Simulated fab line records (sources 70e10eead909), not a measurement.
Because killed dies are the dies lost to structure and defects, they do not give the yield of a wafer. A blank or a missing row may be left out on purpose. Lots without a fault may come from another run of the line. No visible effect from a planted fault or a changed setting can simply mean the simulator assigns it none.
Which tool did it? ; flow nandHarc ; 14 lots, 42 wafers sampled, at 2 steps of a route of 1302

== WHAT THE GAUGES SHOWED, per wafer ==
NHARC_A_SGD_CUT_INSPECT_11. Usual: rawDefectCount at 52, with a standard deviation of 32.
lot;measured;on;rawDefectCount;flag
L273;day 19 20:38;defectInspect-02;106 122 91;
L274;day 20 07:19;defectInspect-01;20 19 20;
L277;day 21 08:49;defectInspect-01;14 26 20;
L276;day 21 09:26;defectInspect-02;99 109 106;
L283;day 23 09:43;defectInspect-01;59 64 60;
L286;day 24 20:09;defectInspect-02;65 49 59;
L285;day 25 14:09;defectInspect-01;36 39 37;
L287;day 26 04:32;defectInspect-01;11 17 11;
L289;day 26 16:46;defectInspect-02;79 85 94;
L288;day 26 17:43;defectInspect-02;13 21 18;
L291;day 27 03:02;defectInspect-01;29 23 25;
L292;day 27 13:22;defectInspect-01;24 22 19;
L293;day 28 10:26;defectInspect-01;16 28 31;
L294;day 28 18:09;defectInspect-02;25 24 34;

NHARC_A_SGD_CUT_THK_MEAS_22: measures by ellipsometry. Usual: thkNm at 148.4 nm, with a standard deviation of 1.4.
lot;measured;on;thkNm (nm);flag
L273;day 20 03:23;filmMetro-01;145.3 146.7 146.5;
L274;day 20 15:23;filmMetro-01;148.5 150.1 147.1;
L277;day 21 14:57;filmMetro-02;146.9 147.3 150.1;
L276;day 21 14:57;filmMetro-01;147.6 147.7 146.6;
L283;day 23 15:56;filmMetro-02;146.5 143.9 146.0;
L286;day 25 01:47;filmMetro-02;148.9 145.5 147.6;
L285;day 25 20:22;filmMetro-02;147.8 148.5 147.2;
L287;day 26 12:19;filmMetro-02;149.6 149.3 147.3;
L289;day 27 00:45;filmMetro-01;148.5 148.1 149.9;
L288;day 27 00:45;filmMetro-02;148.7 147.0 147.3;
L291;day 27 08:55;filmMetro-01;147.6 149.0 150.4;
L292;day 27 19:29;filmMetro-01;148.6 148.3 148.7;
L293;day 28 17:55;filmMetro-01;147.8 147.7 147.7;
L294;day 29 00:53;filmMetro-01;147.8 146.9 148.4;

== EACH LOT AND THE TOOL THAT RAN IT (in order: tool; ch and the chambers of the sampled wafers; start) ==
Record: no process step prior to these readings.

== AS READ BY THE TOOLS THEMSELVES (means over the sampled wafers that have a number; for cases with no such wafer, the mark the record gives instead) ==
The record holds no such reading with a usual standard deviation.

== THE ANSWER, worked out from the rows above alone ==
Rule: take the mean of a lot's wafers that have a number; if it is more than 3 standard deviations from the usual mean, the lot is off. A lot without any number at a reading at which 4 lots or more have one is off too. The other lots that the step has rows for count as sound. Order of review: gauges by route order, followed by the tools' own readings, for which a lot's mean as printed above is used. At the first step where some lot is off, the reading lying furthest off is the one used; lots without a number count as furthest.
Across all readings shown, no lot is off: no conclusion can be drawn from this.

== WHAT THE SIMULATOR HAD INSERTED ==
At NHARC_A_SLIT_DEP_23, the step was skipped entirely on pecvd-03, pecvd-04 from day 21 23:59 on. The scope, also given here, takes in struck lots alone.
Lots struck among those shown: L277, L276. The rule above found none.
